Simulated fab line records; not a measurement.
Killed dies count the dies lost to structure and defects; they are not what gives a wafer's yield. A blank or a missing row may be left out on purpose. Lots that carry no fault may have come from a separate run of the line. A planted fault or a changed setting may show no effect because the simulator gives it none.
fab line records -- flow nand-harc -- part 1 of 2: steps 1 to 4 of 6
record lots=24, wafers=72, last-day=24
route steps=1159 shown A_CHANNEL_HOLE_D1@488 A_CHANNEL_FILL_D1@508 A_STAIRCASE@629
lots with no fault: from the same line, run without faults
start-h: hours from the record's opening day to when the first of the lot's shown wafers began -- wait-h: time in hours since the lot's previous step -- " identical to the entry in the row above -- L1.1+2: a single row standing in for several wafers -- - value missing, or start not given -- * or withheld: withheld -- < > ~ a bound
route shown NAME@n: NAME is a module with steps in the file, n the number in the route of the first one -- usual: average and standard deviation across the fault-free wafers -- same: alike in all rows -- chamber/n: place in a boat -- sites: the reading at each site -- _std_site: standard deviation across them -- _edge_site: the outer-site mean with the inner-site mean subtracted -- radius-mm: how far each site lies from the wafer's centre -- mask NAME#n: copy n -- behind: the last tool/chamber to shape the wafer -- hold: the reason the lot was held/the length of the hold in hours/how it ended -- device: which transistor (n, p or np) failed to switch -- end of line: tests run on the same wafers once the route is complete -- where a step has no rows: the recipe by itself -- killed: the dies lost at the first sort to structure and to defects; this is not the yield of the wafer -- map: a wafer's dies, x killed, . not, _ none there
set.NAME: the setting that was run; set.NAME@STEP: the one run at that earlier step -- model.NAME: the simulator's own value behind a step, which no gauge read
steps of the route over a sample of lots; a table a step, a row a wafer
services: a tool's chamber out of use, with start hour (start-h, from the record's first day; less than 0 if before it), hours out, and reason
## steps
# step NHARC_A_CHANNEL_HOLE_D1_XSEM_31
# recipe landing-energy-ev=35000
# usual bot-cd-nm=74.9/1.3, bow-nm=8.66/0.25, tilt-deg=0.07/0.045
lot.wafer,tool,chamber,start-h,wait-h,bot-cd-nm,bow-nm,tilt-deg
L074.1,xsem-01,0,175.66,0.1,75.5,8.34,0.08
L074.4,xsem-01,0,175.66,0.1,73.3,8.29,0.08
L074.5,xsem-01,0,175.66,0.1,75.8,8.35,0.08
L076.3,xsem-01,0,200.56,0.1,73.0,8.55,0.01
L076.4,xsem-01,0,200.56,0.1,74.0,8.54,0.01
L076.5,xsem-01,0,200.56,0.1,74.0,8.60,0.01
L075.2,xsem-02,0,200.68,0.1,74.9,8.55,0.09
L075.4,xsem-02,0,200.68,0.1,74.5,8.56,0.09
L075.6,xsem-02,0,200.68,0.1,74.6,8.59,0.09
L077.4,xsem-01,0,204.71,0.1,72.6,8.40,0.11
L077.5,xsem-01,0,204.71,0.1,73.9,8.38,0.11
L077.6,xsem-01,0,204.71,0.1,75.5,8.39,0.11
L078.1,xsem-02,0,204.84,0.1,75.5,8.43,0.05
L078.2,xsem-02,0,204.84,0.1,75.5,8.44,0.05
L078.6,xsem-02,0,204.84,0.1,75.0,8.40,0.05
L081.2,xsem-01,0,216.50,0.1,75.7,8.51,0.07
L081.3,xsem-01,0,216.50,0.1,76.6,8.49,0.07
L081.5,xsem-01,0,216.50,0.1,75.4,8.54,0.06
L080.1,xsem-02,0,217.16,0.1,75.2,9.01,0.07
L080.2,xsem-02,0,217.16,0.1,74.7,9.00,0.07
L080.6,xsem-02,0,217.16,0.1,75.0,9.07,0.07
L079.2,xsem-01,0,221.31,0.1,75.8,8.46,0.09
L079.4,xsem-01,0,221.31,0.1,75.2,8.46,0.09
L079.6,xsem-01,0,221.31,0.1,74.2,8.54,0.09
L082.1,xsem-02,0,224.02,0.1,75.2,8.48,0.08
L082.3,xsem-02,0,224.02,0.1,74.8,8.47,0.08
L082.6,xsem-02,0,224.02,0.1,76.0,8.54,0.08
L083.1,xsem-01,0,237.14,0.1,73.7,8.55,0.08
L083.3,xsem-01,0,237.14,0.1,75.5,8.50,0.08
L083.5,xsem-01,0,237.14,0.1,73.3,8.57,0.07
L086.2,xsem-02,0,255.13,0.1,77.0,8.96,0.06
L086.4,xsem-02,0,255.13,0.1,74.5,8.88,0.06
L086.5,xsem-02,0,255.13,0.1,75.7,8.98,0.06
L084.1,xsem-01,0,255.38,0.1,73.7,9.24,0.03
L084.2,xsem-01,0,255.38,0.1,74.8,9.25,0.03
L084.4,xsem-01,0,255.38,0.1,75.0,9.23,0.03
L087.4,xsem-02,0,259.28,0.1,74.9,8.54,0.02
L087.5,xsem-02,0,259.28,0.1,75.4,8.56,0.02
L087.6,xsem-02,0,259.28,0.1,74.1,8.56,0.02
L085.1,xsem-01,0,268.29,0.1,76.5,8.70,0.01
L085.3,xsem-01,0,268.29,0.1,75.9,8.73,0.01
L085.5,xsem-01,0,268.29,0.1,76.7,8.72,0.01
L089.1,xsem-02,0,269.29,0.1,72.9,9.04,0.10
L089.5,xsem-02,0,269.29,0.1,75.8,9.02,0.10
L089.6,xsem-02,0,269.29,0.1,74.6,9.12,0.10
L088.3,xsem-01,0,272.61,0.1,74.7,8.33,0.06
L088.4,xsem-01,0,272.61,0.1,74.6,8.36,0.06
L088.6,xsem-01,0,272.61,0.1,76.5,8.38,0.06
L091.3,xsem-02,0,276.78,0.1,74.9,8.39,0.09
L091.5,xsem-02,0,276.78,0.1,75.5,8.45,0.10
L091.6,xsem-02,0,276.78,0.1,76.6,8.45,0.10
L090.1,xsem-01,0,277.37,0.1,75.4,8.97,-0.02
L090.2,xsem-01,0,277.37,0.1,74.0,8.96,-0.02
L090.3,xsem-01,0,277.37,0.1,74.4,8.95,-0.02
L093.2,xsem-02,0,287.31,0.1,74.3,8.62,0.08
L093.4,xsem-02,0,287.31,0.1,74.5,8.65,0.07
L093.6,xsem-02,0,287.31,0.1,76.2,8.56,0.07
L092.1,xsem-01,0,287.84,0.1,74.3,8.89,0.09
L092.3,xsem-01,0,287.84,0.1,74.8,8.83,0.09
L092.4,xsem-01,0,287.84,0.1,73.1,8.91,0.10
L094.1,xsem-02,0,295.31,0.1,77.2,8.74,0.11
L094.2,xsem-02,0,295.31,0.1,75.6,8.80,0.11
L094.5,xsem-02,0,295.31,0.1,76.2,8.72,0.11
L095.2,xsem-01,0,309.88,0.1,75.1,8.82,-0.01
L095.4,xsem-01,0,309.88,0.1,74.8,8.78,-0.01
L095.6,xsem-01,0,309.88,0.1,74.3,8.78,-0.01
L096.1,xsem-01,0,310.42,0.1,76.3,8.85,0.16
L096.3,xsem-01,0,310.42,0.1,75.3,8.92,0.16
L096.5,xsem-01,0,310.42,0.1,76.8,8.84,0.16
L097.1,xsem-01,0,331.04,0.1,72.9,8.52,0.16
L097.2,xsem-01,0,331.04,0.1,72.9,8.47,0.16
L097.3,xsem-01,0,331.04,0.1,73.3,8.55,0.16
# step NHARC_A_CHANNEL_FILL_D1_ETCHBACK_08
# recipe target-depth-a=2200, time-s=110, c4f8-flow-sccm=20, ar-flow-sccm=withheld, rf-w=600, bias-w=300, chemistry=C4F8
# usual oes-product-au=0.95/0.036, rf-vpp-V=441.4/2.6
lot.wafer,tool,chamber,start-h,wait-h,oes-product-au,rf-hours-counter-h,rf-vpp-V
L074.1,rie-diel-04,2,-,-,0.98,2,436.2
L074.4,rie-diel-04,0,-,-,0.99,2,440.1
L074.5,rie-diel-04,2,-,-,0.99,-,438.4
L075.2,rie-diel-04,2,-,-,0.92,3,437.2
L075.4,rie-diel-04,3,-,-,0.91,-,441.1
L075.6,rie-diel-04,0,-,-,0.92,-,440.6
L077.4,rie-diel-03,1,-,-,0.99,1,437.6
L077.6,rie-diel-03,3,-,-,0.99,-,443.8
L077.5,rie-diel-03,0,-,-,1.00,-,443.8
L078.2,rie-diel-04,0,-,-,0.92,3,440.7
L078.1,rie-diel-04,2,-,-,0.93,3,436.3
L078.6,rie-diel-04,2,-,-,0.93,-,437.4
L076.4,rie-diel-03,1,-,-,0.92,1,438.2
L076.3,rie-diel-03,0,-,-,0.93,1,441.5
L076.5,rie-diel-03,2,-,-,0.93,-,443.9
L081.2,rie-diel-04,2,-,-,0.93,3,436.6
L081.3,rie-diel-04,0,-,-,0.92,3,440.5
L081.5,rie-diel-04,1,-,-,0.93,-,445.0
L080.2,rie-diel-03,0,-,-,0.93,1,440.3
L080.1,rie-diel-03,3,-,-,0.91,1,444.8
L080.6,rie-diel-03,0,-,-,0.92,-,440.7
L082.1,rie-diel-03,3,-,-,1.00,1,445.5
L082.3,rie-diel-03,1,-,-,0.99,1,438.3
L082.6,rie-diel-03,2,-,-,1.01,-,442.8
L079.2,rie-diel-04,3,-,-,0.93,3,441.1
L079.4,rie-diel-04,1,-,-,0.93,3,442.5
L079.6,rie-diel-04,3,-,-,0.93,-,440.2
L083.3,rie-diel-12,1,-,-,1.00,15,442.7
L083.1,rie-diel-12,2,-,-,0.99,13,444.5
L083.5,rie-diel-12,1,-,-,1.00,-,441.5
L086.2,rie-diel-03,2,-,-,1.01,3,444.3
L086.4,rie-diel-03,3,-,-,1.01,3,444.0
L086.5,rie-diel-03,1,-,-,1.00,-,439.2
L084.2,rie-diel-12,1,-,-,0.99,18,442.2
L084.1,rie-diel-12,2,-,-,0.98,17,444.7
L084.4,rie-diel-12,0,-,-,1.01,18,439.2
L087.4,rie-diel-03,3,-,-,0.91,3,444.7
L087.6,rie-diel-03,1,-,-,0.92,-,438.5
L087.5,rie-diel-03,2,-,-,0.93,-,443.6
L085.1,rie-diel-04,2,-,-,0.99,0,437.2
L085.3,rie-diel-04,3,-,-,1.02,0,441.5
L085.5,rie-diel-04,2,-,-,1.01,-,436.2
L089.1,rie-diel-03,2,-,-,0.94,3,445.3
L089.5,rie-diel-03,2,-,-,0.93,-,444.3
L089.6,rie-diel-03,3,-,-,0.91,-,444.7
L088.4,rie-diel-03,0,-,-,0.92,3,441.6
L088.3,rie-diel-03,1,-,-,0.91,3,438.3
L088.6,rie-diel-03,3,-,-,0.91,-,444.4
L091.3,rie-diel-04,1,-,-,0.93,0,442.5
L091.6,rie-diel-04,1,-,-,0.93,-,442.1
L091.5,rie-diel-04,2,-,-,0.93,-,437.5
L090.1,rie-diel-03,2,-,-,0.92,3,442.6
L090.2,rie-diel-03,3,-,-,0.93,3,443.4
L090.3,rie-diel-03,1,-,-,0.91,3,437.6
L092.1,rie-diel-03,2,-,-,0.94,4,443.4
L092.3,rie-diel-03,3,-,-,0.93,4,443.0
L092.4,rie-diel-03,0,-,-,0.93,3,441.2
L093.4,rie-diel-04,1,-,-,1.00,1,442.7
L093.2,rie-diel-04,2,-,-,1.00,1,437.3
L093.6,rie-diel-04,0,-,-,1.00,-,441.1
L094.1,rie-diel-04,3,-,-,0.93,1,442.2
L094.2,rie-diel-04,0,-,-,0.93,1,442.5
L094.5,rie-diel-04,2,-,-,0.92,-,437.8
L096.1,rie-diel-03,2,-,-,0.94,5,444.6
L096.3,rie-diel-03,3,-,-,0.93,5,443.4
L096.5,rie-diel-03,1,-,-,0.92,-,437.6
L095.4,rie-diel-04,2,-,-,0.92,2,437.8
L095.2,rie-diel-04,3,-,-,0.94,2,440.9
L095.6,rie-diel-04,2,-,-,0.92,-,436.9
L097.3,rie-diel-03,3,-,-,0.92,6,444.2
L097.1,rie-diel-03,0,-,-,0.94,5,443.0
L097.2,rie-diel-03,2,-,-,0.94,6,443.5
# step NHARC_A_CHANNEL_FILL_D1_RTA_24
# recipe temp-c=1000, time-s=5
# usual anneal-temp-c-max=1005.6/2.5, lamp-power-pct=33.2/1.8, lamp_zone_2_pct=33.2/1.8, lamp_zone_5_pct=33.2/1.8, wafer_temp_C_max=1003.3/0.99
lot.wafer,tool,chamber,start-h,wait-h,anneal-temp-c-max,lamp-power-pct,lamp_zone_2_pct,lamp_zone_5_pct,wafer_temp_C_max
L074.1,rtp-anneal-02,0,232.48,0.3,1002.9,31.4,31.5,31.5,1003.5
L074.4,rtp-anneal-02,0,232.48,0.3,1003.1,31.5,31.4,31.4,1003.0
L074.5,rtp-anneal-02,0,232.48,0.3,1003.8,31.5,31.5,31.4,1002.7
L075.2,rtp-anneal-01,0,250.62,0.1,1008.6,34.9,35.0,34.9,1003.9
L075.4,rtp-anneal-01,0,250.62,0.1,1006.6,34.9,35.0,35.0,1004.8
L075.6,rtp-anneal-01,0,250.62,0.1,1008.6,34.9,35.0,35.0,1003.3
L077.4,rtp-anneal-02,0,253.42,0.2,1002.6,31.4,31.4,31.4,1002.1
L077.5,rtp-anneal-02,0,253.42,0.2,1002.2,31.4,31.4,31.4,1002.3
L077.6,rtp-anneal-02,0,253.42,0.2,1002.6,31.4,31.4,31.4,1001.8
L078.1,rtp-anneal-01,0,253.54,0.3,1007.3,35.0,35.0,35.0,1003.5
L078.2,rtp-anneal-01,0,253.54,0.3,1006.6,35.0,35.0,35.0,1003.3
L078.6,rtp-anneal-01,0,253.54,0.3,1008.1,35.0,35.0,34.9,1003.7
L076.3,rtp-anneal-02,0,253.56,0.3,1003.7,31.4,31.4,31.5,1003.0
L076.4,rtp-anneal-02,0,253.56,0.3,1004.0,31.4,31.5,31.4,1003.4
L076.5,rtp-anneal-02,0,253.56,0.3,1003.3,31.4,31.5,31.4,1003.6
L081.2,rtp-anneal-02,0,264.28,0.1,1002.2,31.5,31.5,31.5,1003.0
L081.3,rtp-anneal-02,0,264.28,0.1,1003.2,31.4,31.5,31.4,1002.5
L081.5,rtp-anneal-02,0,264.28,0.1,1003.6,31.4,31.4,31.5,1002.9
L080.1,rtp-anneal-01,0,264.37,0.1,1008.1,35.0,35.0,35.0,1004.7
L080.2,rtp-anneal-01,0,264.37,0.1,1005.5,35.0,35.0,35.0,1004.1
L080.6,rtp-anneal-01,0,264.37,0.1,1008.2,35.0,34.9,35.0,1004.1
L082.1,rtp-anneal-02,0,269.91,0.0,1003.7,31.4,31.4,31.4,1003.1
L082.3,rtp-anneal-02,0,269.91,0.0,1003.2,31.4,31.4,31.4,1003.0
L082.6,rtp-anneal-02,0,269.91,0.0,1002.7,31.4,31.4,31.4,1003.0
L079.2,rtp-anneal-01,0,269.91,0.1,1007.7,35.0,34.9,35.0,1006.1
L079.4,rtp-anneal-01,0,269.91,0.1,1007.9,35.0,35.0,34.9,1004.2
L079.6,rtp-anneal-01,0,269.91,0.1,1008.7,35.0,35.0,35.0,1003.9
L083.1,rtp-anneal-02,0,286.80,0.0,1002.4,31.4,31.5,31.5,1002.9
L083.3,rtp-anneal-02,0,286.80,0.0,1003.4,31.5,31.4,31.4,1001.8
L083.5,rtp-anneal-02,0,286.80,0.0,1003.4,31.4,31.4,31.5,1002.4
L086.2,rtp-anneal-01,0,303.70,0.4,1008.6,35.0,34.9,35.0,1003.4
L086.4,rtp-anneal-01,0,303.70,0.4,1007.6,34.9,35.0,35.0,1002.8
L086.5,rtp-anneal-01,0,303.70,0.4,1007.0,35.0,35.0,35.0,1002.9
L084.1,rtp-anneal-01,0,303.85,0.5,1007.4,35.0,34.9,35.0,1004.3
L084.2,rtp-anneal-01,0,303.85,0.5,1008.9,35.0,35.0,34.9,1003.0
L084.4,rtp-anneal-01,0,303.85,0.5,1010.1,35.0,34.9,34.9,1003.6
L087.4,rtp-anneal-01,0,307.71,0.4,1006.7,35.0,35.0,35.0,1004.5
L087.5,rtp-anneal-01,0,307.71,0.4,1009.1,35.0,34.9,35.0,1005.3
L087.6,rtp-anneal-01,0,307.71,0.4,1008.9,35.0,35.0,35.0,1002.7
L089.1,rtp-anneal-02,0,316.04,0.0,1002.2,31.5,31.4,31.4,1003.2
L089.5,rtp-anneal-02,0,316.04,0.0,1003.4,31.4,31.4,31.4,1003.0
L089.6,rtp-anneal-02,0,316.04,0.0,1001.9,31.5,31.5,31.5,1003.4
L085.1,rtp-anneal-01,0,316.08,0.1,1007.7,35.0,35.0,34.9,1005.0
L085.3,rtp-anneal-01,0,316.08,0.1,1010.5,35.0,35.0,34.9,1004.1
L085.5,rtp-anneal-01,0,316.08,0.1,1008.6,35.0,35.0,35.0,1003.7
L091.3,rtp-anneal-02,0,323.14,0.1,1002.4,31.4,31.5,31.4,1002.4
L091.5,rtp-anneal-02,0,323.14,0.1,1003.3,31.5,31.5,31.4,1003.3
L091.6,rtp-anneal-02,0,323.14,0.1,1002.7,31.5,31.5,31.5,1002.0
L088.3,rtp-anneal-01,0,323.15,0.1,1007.1,35.0,35.0,35.0,1004.2
L088.4,rtp-anneal-01,0,323.15,0.1,1010.3,35.0,35.0,35.0,1004.1
L088.6,rtp-anneal-01,0,323.15,0.1,1007.5,35.0,35.0,35.0,1004.0
L090.1,rtp-anneal-01,0,323.26,0.1,1005.8,35.0,35.0,35.0,1004.5
L090.2,rtp-anneal-01,0,323.26,0.1,1009.0,35.0,34.9,35.0,1004.8
L090.3,rtp-anneal-01,0,323.26,0.1,1005.8,34.9,34.9,35.0,1003.7
L092.1,rtp-anneal-02,0,335.79,0.0,1002.8,31.4,31.4,31.5,1002.3
L092.3,rtp-anneal-02,0,335.79,0.0,1004.6,31.4,31.5,31.5,1003.1
L092.4,rtp-anneal-02,0,335.79,0.0,1002.9,31.5,31.4,31.4,1002.2
L093.2,rtp-anneal-01,0,335.98,0.2,1007.8,35.0,35.0,35.0,1003.6
L093.4,rtp-anneal-01,0,335.98,0.2,1006.5,35.0,34.9,35.0,1003.9
L093.6,rtp-anneal-01,0,335.98,0.2,1006.4,35.0,35.0,35.0,1002.3
L094.1,rtp-anneal-02,0,342.99,0.0,1003.5,31.5,31.5,31.5,1002.5
L094.2,rtp-anneal-02,0,342.99,0.0,1004.6,31.5,31.5,31.4,1003.4
L094.5,rtp-anneal-02,0,342.99,0.0,1003.3,31.5,31.4,31.5,1003.4
L096.1,rtp-anneal-02,0,357.79,0.0,1003.2,31.4,31.4,31.5,1001.8
L096.3,rtp-anneal-02,0,357.79,0.0,1004.6,31.4,31.4,31.4,1001.3
L096.5,rtp-anneal-02,0,357.79,0.0,1002.8,31.4,31.4,31.5,1002.1
L095.2,rtp-anneal-01,0,360.66,0.1,1008.4,34.9,35.0,35.0,1004.7
L095.4,rtp-anneal-01,0,360.66,0.1,1011.0,35.0,35.0,35.0,1003.3
L095.6,rtp-anneal-01,0,360.66,0.1,1005.9,34.9,35.0,35.0,1004.1
L097.1,rtp-anneal-02,0,377.84,0.1,1003.5,31.4,31.4,31.5,1002.0
L097.2,rtp-anneal-02,0,377.84,0.1,1002.7,31.5,31.5,31.5,1003.3
L097.3,rtp-anneal-02,0,377.84,0.1,1003.3,31.4,31.4,31.5,1003.0
# step NHARC_A_STAIRCASE_TRIM_235
# recipe time-s=211.2, o2-flow-sccm=500, ar-flow-sccm=0, bias-w=0, chemistry=O2
# usual drypump-motor-current-A=5.9/0.46, oes-product-au=0.996/0.011, rf-vpp-V=57.8/0.86, showerhead-plenum-p-Torr=3.51/0.12, throttle-valve-pct=17.036/0.0092
lot.wafer,tool,chamber,start-h,wait-h,drypump-motor-current-A,oes-product-au,rf-hours-counter-h,rf-vpp-V,showerhead-plenum-p-Torr,throttle-valve-pct
L074.1,rie-diel-08,2,-,-,6.3,0.982,44,57.8,3.49,17.036
L074.4,rie-diel-08,3,-,-,6.4,1.009,-,57.8,3.47,17.031
L074.5,rie-diel-08,0,-,-,5.7,0.994,-,57.9,3.50,17.025
L075.2,rie-diel-08,1,-,-,6.5,0.984,52,57.8,3.36,17.041
L075.4,rie-diel-08,2,-,-,6.3,0.986,52,57.8,3.49,17.039
L075.6,rie-diel-08,3,-,-,6.4,0.994,-,56.7,3.47,17.034
L078.1,rie-diel-13,2,-,-,6.4,1.003,60,56.7,3.38,17.048
L078.2,rie-diel-13,1,-,-,5.7,0.982,57,57.5,3.77,17.044
L078.6,rie-diel-13,2,-,-,6.3,1.002,-,56.7,3.38,17.046
L076.3,rie-diel-08,2,-,-,6.3,0.979,54,56.9,3.49,17.030
L076.4,rie-diel-08,3,-,-,6.4,0.993,56,57.7,3.46,17.036
L076.5,rie-diel-08,3,-,-,6.4,0.995,-,56.4,3.46,17.036
L077.4,rie-diel-09,1,-,-,6.8,0.996,5,57.7,3.51,17.035
L077.5,rie-diel-09,2,-,-,5.3,1.018,-,58.2,3.66,17.045
L077.6,rie-diel-09,3,-,-,5.3,1.003,-,58.6,3.62,17.027
L081.2,rie-diel-08,1,-,-,6.4,1.000,59,57.5,3.36,17.027
L081.3,rie-diel-08,2,-,-,6.3,0.987,59,55.8,3.48,17.034
L081.5,rie-diel-08,2,-,-,6.3,0.980,-,57.9,3.48,17.044
L080.1,rie-diel-09,1,-,-,6.8,0.995,10,58.9,3.51,17.040
L080.2,rie-diel-09,2,-,-,5.4,1.006,10,57.3,3.66,17.042
L080.6,rie-diel-09,1,-,-,6.8,0.987,-,57.5,3.51,17.038
L079.4,rie-diel-13,3,-,-,5.4,1.001,1,56.9,3.50,17.026
L079.2,rie-diel-13,0,-,-,5.9,1.002,1,57.6,3.61,17.034
L079.6,rie-diel-13,1,-,-,5.7,0.994,-,57.9,3.77,17.042
L082.3,rie-diel-09,0,-,-,5.8,0.977,12,56.5,3.32,17.046
L082.1,rie-diel-09,2,-,-,5.4,1.005,13,59.1,3.65,17.040
L082.6,rie-diel-09,0,-,-,5.8,0.973,-,57.9,3.32,17.040
L083.3,rie-diel-09,0,-,-,5.8,0.980,16,56.8,3.31,17.026
L083.1,rie-diel-09,3,-,-,5.3,0.982,14,59.6,3.61,17.036
L083.5,rie-diel-09,1,-,-,6.8,0.987,-,57.6,3.51,17.045
L086.4,rie-diel-08,0,-,-,5.7,0.984,2,57.2,3.49,17.049
L086.2,rie-diel-08,3,-,-,6.3,1.005,2,58.4,3.46,17.033
L086.5,rie-diel-08,1,-,-,6.5,0.995,-,57.9,3.36,17.040
L084.4,rie-diel-13,3,-,-,5.4,1.019,10,57.7,3.50,17.040
L084.1,rie-diel-13,0,-,-,5.9,1.006,10,58.8,3.60,17.054
L084.2,rie-diel-13,1,-,-,5.7,0.997,10,58.5,3.77,17.039
L087.4,rie-diel-08,1,-,-,6.5,0.992,4,57.3,3.35,17.049
L087.6,rie-diel-08,1,-,-,6.5,0.999,-,58.0,3.35,17.046
L087.5,rie-diel-08,2,-,-,6.3,0.991,-,56.5,3.48,17.029
L085.1,rie-diel-13,0,-,-,5.9,1.005,19,57.7,3.60,17.046
L085.3,rie-diel-13,2,-,-,6.4,1.000,16,56.4,3.37,17.052
L085.5,rie-diel-13,0,-,-,5.9,1.002,-,57.3,3.60,17.036
L089.1,rie-diel-09,2,-,-,5.4,1.007,30,56.2,3.65,17.034
L089.5,rie-diel-09,1,-,-,6.8,0.978,-,57.4,3.50,17.035
L089.6,rie-diel-09,2,-,-,5.3,0.996,-,57.7,3.64,17.018
L088.3,rie-diel-13,3,-,-,5.4,0.998,21,57.0,3.49,17.045
L088.4,rie-diel-13,0,-,-,5.9,1.004,22,58.2,3.60,17.025
L088.6,rie-diel-13,0,-,-,5.9,0.995,-,56.6,3.59,17.026
L091.3,rie-diel-09,0,-,-,5.8,0.984,32,56.7,3.31,17.045
L091.5,rie-diel-09,2,-,-,5.4,1.018,-,58.6,3.64,17.024
L091.6,rie-diel-09,3,-,-,5.3,1.004,-,58.1,3.60,17.029
L090.3,rie-diel-13,1,-,-,5.7,0.999,23,58.0,3.76,17.021
L090.1,rie-diel-13,2,-,-,6.3,1.004,21,57.8,3.37,17.037
L090.2,rie-diel-13,3,-,-,5.4,1.004,23,58.0,3.49,17.026
L093.2,rie-diel-13,3,-,-,5.4,0.977,25,57.7,3.49,17.028
L093.4,rie-diel-13,0,-,-,5.9,0.992,26,59.0,3.59,17.029
L093.6,rie-diel-13,0,-,-,5.9,0.996,-,58.3,3.59,17.040
L092.1,rie-diel-09,2,-,-,5.4,1.012,39,58.3,3.64,17.035
L092.4,rie-diel-09,3,-,-,5.3,0.990,36,60.1,3.60,17.042
L092.3,rie-diel-09,0,-,-,5.8,0.975,36,58.8,3.30,17.030
L094.1,rie-diel-13,2,-,-,6.3,1.018,27,58.2,3.37,17.030
L094.2,rie-diel-13,1,-,-,5.7,0.994,28,57.6,3.76,17.028
L094.5,rie-diel-13,2,-,-,6.3,1.009,-,56.3,3.37,17.033
L096.3,rie-diel-08,0,-,-,5.7,0.991,22,57.3,3.47,17.040
L096.1,rie-diel-08,1,-,-,6.5,0.997,23,58.3,3.35,17.006
L096.5,rie-diel-08,0,-,-,5.7,0.983,-,57.6,3.47,17.040
L095.4,rie-diel-13,2,-,-,6.4,1.000,32,57.7,3.36,17.033
L095.2,rie-diel-13,1,-,-,5.7,0.998,33,58.3,3.75,17.041
L095.6,rie-diel-13,3,-,-,5.4,1.004,-,58.2,3.49,17.031
L097.2,rie-diel-08,3,-,-,6.4,1.000,30,58.0,3.44,17.031
L097.1,rie-diel-08,1,-,-,6.4,1.001,28,57.3,3.34,17.017
L097.3,rie-diel-08,2,-,-,6.3,1.002,30,58.8,3.47,17.037
